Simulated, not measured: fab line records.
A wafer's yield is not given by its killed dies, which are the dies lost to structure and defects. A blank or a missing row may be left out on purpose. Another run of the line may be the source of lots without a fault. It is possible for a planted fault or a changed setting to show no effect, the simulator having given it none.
Split-lot trial + flow n5 finfet + 21 wafers read across 7 lots, on a route 1938 steps long

== ABOUT THE SPLIT ==
At N5_BEOL_M10_COAT_64 (time 60 s, resist thk 30 nm), the setting spin rpm was moved away from the recipe's 1500 rpm on 6 of the 21 wafers read, by -9.9% to +4.8%. The other wafers ran this setting at the recipe's value.

== FROM THE SPLIT TO THE READING: what the file shows between them, 4 steps ==
- N5_BEOL_M10_COAT_22: resist thk 90 nm
- N5_BEOL_M10_EBR_24
- N5_BEOL_M10_DESCUM_33: chemistry O2, time 7.9 s
- N5_BEOL_M10_ETCH_65: etches SiARC in CF4, target depth 39 nm, time 65 s

== THE READING ==
SiARC_of_BEOL_M10_COAT_64.thk nm (the simulator's own value, which no gauge read), in nm, at N5_BEOL_M10_ETCH_66 (etches SOC in N2/H2, target depth 120 nm, overetch 24 nm, time 180 s). No usual value for it is given in the file. Average 22.7 nm, standard deviation 0.2 nm, over the 15 wafers here run with the recipe.

| wafer  | tool, chamber at the split | spin rpm as run, rpm | against the recipe | SiARC_of_BEOL_M10_COAT_64.thk nm, nm | against lot-mates on the recipe |
|--------|----------------------------|----------------------|--------------------|--------------------------------------|---------------------------------|
| L074.1 | litho track-05, 0          | 1352                 | -9.9%              | 24.4                                 | +1.8                            |
| L074.5 | litho track-05, 0          | 1352                 | -9.9%              | 24.4                                 | +1.8                            |
| L074.3 | litho track-05, 0          | 1500                 | recipe             | 22.6                                 | -                               |
| L080.2 | litho track-03, 0          | 1500                 | recipe             | 22.4                                 | -                               |
| L080.5 | litho track-03, 0          | 1572                 | +4.8%              | 21.8                                 | -0.8                            |
| L080.6 | litho track-03, 0          | 1500                 | recipe             | 22.8                                 | -                               |
| L086.3 | litho track-01, 0          | 1500                 | recipe             | 22.8                                 | -                               |
| L086.4 | litho track-01, 0          | 1500                 | recipe             | 22.8                                 | -                               |
| L086.6 | litho track-01, 0          | 1500                 | recipe             | 22.8                                 | -                               |
| L083.1 | litho track-05, 0          | 1500                 | recipe             | 22.4                                 | -                               |
| L083.2 | litho track-05, 0          | 1565                 | +4.3%              | 21.6                                 | -0.9                            |
| L083.5 | litho track-05, 0          | 1500                 | recipe             | 22.6                                 | -                               |
| L091.1 | litho track-01, 0          | 1422                 | -5.2%              | 23                                   | +0.6                            |
| L091.2 | litho track-01, 0          | 1500                 | recipe             | 22.4                                 | -                               |
| L091.5 | litho track-01, 0          | 1422                 | -5.2%              | 23.4                                 | +1.0                            |
| L093.3 | litho track-05, 0          | 1500                 | recipe             | 22.6                                 | -                               |
| L093.6 | litho track-05, 0          | 1500                 | recipe             | 22.6                                 | -                               |
| L093.5 | litho track-05, 0          | 1500                 | recipe             | 22.4                                 | -                               |
| L097.3 | litho track-03, 0          | 1500                 | recipe             | 23                                   | -                               |
| L097.6 | litho track-03, 0          | 1500                 | recipe             | 23                                   | -                               |
| L097.4 | litho track-03, 0          | 1500                 | recipe             | 22.8                                 | -                               |

THE FIT
A straight line over all 21 wafers: SiARC_of_BEOL_M10_COAT_64.thk nm changes by -0.17 nm for each +1% of spin rpm; r = -0.94; the points scatter about the line by 0.23 nm.
The same after taking each lot's own level away (the mean of its wafers on the recipe; 21 wafers): -0.178 nm for each +1%; r = -0.98; scatter 0.12 nm.
That fit puts the effect of the largest move of spin rpm on the reading at 1.8 nm.
Measured against the standard deviation above, the lots' own levels, which go from 22.40 to 22.93 nm, span 2.6 times it.
The two slopes agree, so the slope changes little with the lot-to-lot level.
Check: +1.72 nm against its lot-mates is what the line predicts for one of the wafers moved furthest among these (-9.9%) when that wafer is left out of the fit. Against them it came out at +1.8 nm.

== THESE WAFERS: OTHER SPLITS ==
Other splits were also applied to these wafers ahead of the reading. Each is held against what the fit with the lots' levels taken away leaves over:
| other split on the same wafers | wafers away from the commonest value | r with SiARC_of_BEOL_M10_COAT_64.thk nm (lot level and that fit taken away) |
|--------------------------------|--------------------------------------|-----------------------------------------------------------------------------|
| N5_BEOL_M9_DESCUM_16 time s    | 5                                    | -0.16                                                                       |
| N5_BEOL_M10_ETCH_62 time s     | 4                                    | +0.19                                                                       |

== THE WHOLE CHAIN: every reading that the file lists as answering this split, in the file's order ==
| step                | what it does                                                         | reading                                                                             | change (the file's fit)               | r (the file's) |
|---------------------|----------------------------------------------------------------------|-------------------------------------------------------------------------------------|---------------------------------------|----------------|
| N5_BEOL_M10_COAT_64 | time 60 s, resist thk 30 nm                                          | SiARC_of_BEOL_M10_COAT_64.thk nm (the simulator's own value, which no gauge read)   | -0.15 nm for each +1% of the setting  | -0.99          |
| N5_BEOL_M10_ETCH_65 | etches SiARC in CF4, target depth 39 nm, time 65 s                   | etch rf on time s                                                                   | withheld for each +1% of the setting  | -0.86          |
| N5_BEOL_M10_ETCH_65 | etches SiARC in CF4, target depth 39 nm, time 65 s                   | etch.depth nm (the simulator's own value, which no gauge read)                      | -0.155 nm for each +1% of the setting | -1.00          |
| N5_BEOL_M10_ETCH_65 | etches SiARC in CF4, target depth 39 nm, time 65 s                   | CAR-ArF_of_BEOL_M10_COAT_22.thk nm (the simulator's own value, which no gauge read) | +0.152 nm for each +1% of the setting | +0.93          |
| N5_BEOL_M10_ETCH_66 | etches SOC in N2/H2, target depth 120 nm, overetch 24 nm, time 180 s | SiARC_of_BEOL_M10_COAT_64.thk nm (the simulator's own value, which no gauge read)   | -0.178 nm for each +1% of the setting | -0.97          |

== THE FILE'S OWN FIT ==
SiARC_of_BEOL_M10_COAT_64.thk nm changes by -0.178 nm for each +1% of spin rpm, r = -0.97.
